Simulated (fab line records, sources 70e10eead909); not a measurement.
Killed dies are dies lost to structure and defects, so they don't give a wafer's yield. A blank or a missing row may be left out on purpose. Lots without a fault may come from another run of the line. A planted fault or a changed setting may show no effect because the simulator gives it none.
A struck lot beside a sound one | flow nand_harc | 15 steps out of a route of 1302
Sound: wafers L435.3, L435.5, L435.6. Struck: wafer L440.2. (L440.1, L440.3 of the same lot were not struck and are left out.) The cause comes at the end.
At each step with rows: each side's tool, then ch and its chambers, then its first start. Under that, the readings that differ: sound wafers | struck wafers | difference of the means | sigmas: that difference in standard deviations of wafers without a fault.
alike: readings whose means differ by less than 2 such deviations, and words and numbers that are the same on both sides. not compared: withheld readings, readings that some wafer has no value for, bounds like >300 that may hide the same value, and numbers for which the record gives no deviation and whose values overlap.
The two part at a step that has a row with sigmas, a row that says differs or no value, or rows on one side only. Numbers that don't overlap but have no deviation are shown without sigmas and don't part them. A reading that every wafer of one side lacks parts them only if that side has two wafers or more.

first, 7 steps without rows for these wafers: NHARC_P_CONTACT_COAT_34 (time 65 s); NHARC_P_CONTACT_COAT_06 (resist thk 90 nm); NHARC_P_CONTACT_SOFTBAKE_07 (time 55 s); NHARC_P_CONTACT_EBR_08; NHARC_P_CONTACT_EXPOSE_09 (exposes mask P CA, target cd 90 nm); NHARC_P_CONTACT_PEB_10 (peb time 65 s); NHARC_P_CONTACT_DEVELOP_11 (develop time 35 s).
NHARC_P_CONTACT_CD_MEAS_12: target cd 90 nm.
  sound on cd_sem-03 ch 0, day 6 10:34; struck on cd_sem-01 ch 0, day 8 22:33
  alike: cd_nm
NHARC_P_CONTACT_OVL_MEAS_13:
  sound on overlay-02, day 6 10:39; struck on overlay-02, day 8 22:38
  alike: overlay_x_nm, overlay_y_nm
NHARC_P_CONTACT_INSPECT_14:
  sound on defect_inspect-01, day 6 10:41; struck on defect_inspect-02, day 8 22:40
  alike: raw_defect_count
NHARC_P_CONTACT_DESCUM_17: chemistry O2, time 3 s.
  sound on rie_diel-03 ch 2,3, day 6 10:46; struck on rie_diel-12 ch 0, day 8 22:44
  alike: drypump_motor_current_A, oes_product_au, rf_vpp_V, showerhead_plenum_p_Torr, throttle_valve_pct
  not compared: rf_hours_counter_h
NHARC_P_CONTACT_ETCH_35: etches the open film in CF4, target depth 39 nm, time 65 s.
  sound on rie_diel-03 ch 2,3, day 6 10:50; struck on rie_diel-12 ch 0, day 8 22:49
  reading                         | sound          | struck | difference | sigmas
  showerhead_plenum_p_Torr (Torr) | 1.71 1.77 1.71 | 1.90   | +0.17      | +2
  alike: drypump_motor_current_A, oes_product_au, rf_fwd_power_W, rf_vpp_V, throttle_valve_pct
  not compared: over_etch_frac, rf_hours_counter_h
NHARC_P_CONTACT_ETCH_36: etches the open film in N2/H2, target depth 260 nm, time 406.25 s.
  sound on rie_diel-03 ch 0,3, day 6 10:56; struck on rie_diel-12 ch 2, day 8 22:55
  reading            | sound             | struck | difference | sigmas
  over_etch_frac     | 0.25 0.25 0.25    | 0.2194 | -0.0306    |
  rf_fwd_power_W (W) | 397.8 398.5 398.2 | 401.3  | +3.1       | +3
  alike: drypump_motor_current_A, oes_product_au, rf_vpp_V, showerhead_plenum_p_Torr, throttle_valve_pct
  not compared: rf_hours_counter_h
NHARC_P_CONTACT_ETCH_18: etches the open film in C4F8/O2/Ar, target depth 481 nm, time 240.5 s.
  sound on rie_diel-03 ch 0,1,3; struck on rie_diel-12 ch 3
  alike: oes_product_au, rf_fwd_power_W, rf_vpp_V
  not compared: rf_hours_counter_h
then, 1 step without rows for these wafers: NHARC_END_SORT_01.

WHERE THEY PART
First at NHARC_P_CONTACT_ETCH_35; last, within this record, at NHARC_P_CONTACT_ETCH_36. Later steps at which nothing parts them and some readings are alike: NHARC_P_CONTACT_ETCH_18.

WHY: what the simulator had put in
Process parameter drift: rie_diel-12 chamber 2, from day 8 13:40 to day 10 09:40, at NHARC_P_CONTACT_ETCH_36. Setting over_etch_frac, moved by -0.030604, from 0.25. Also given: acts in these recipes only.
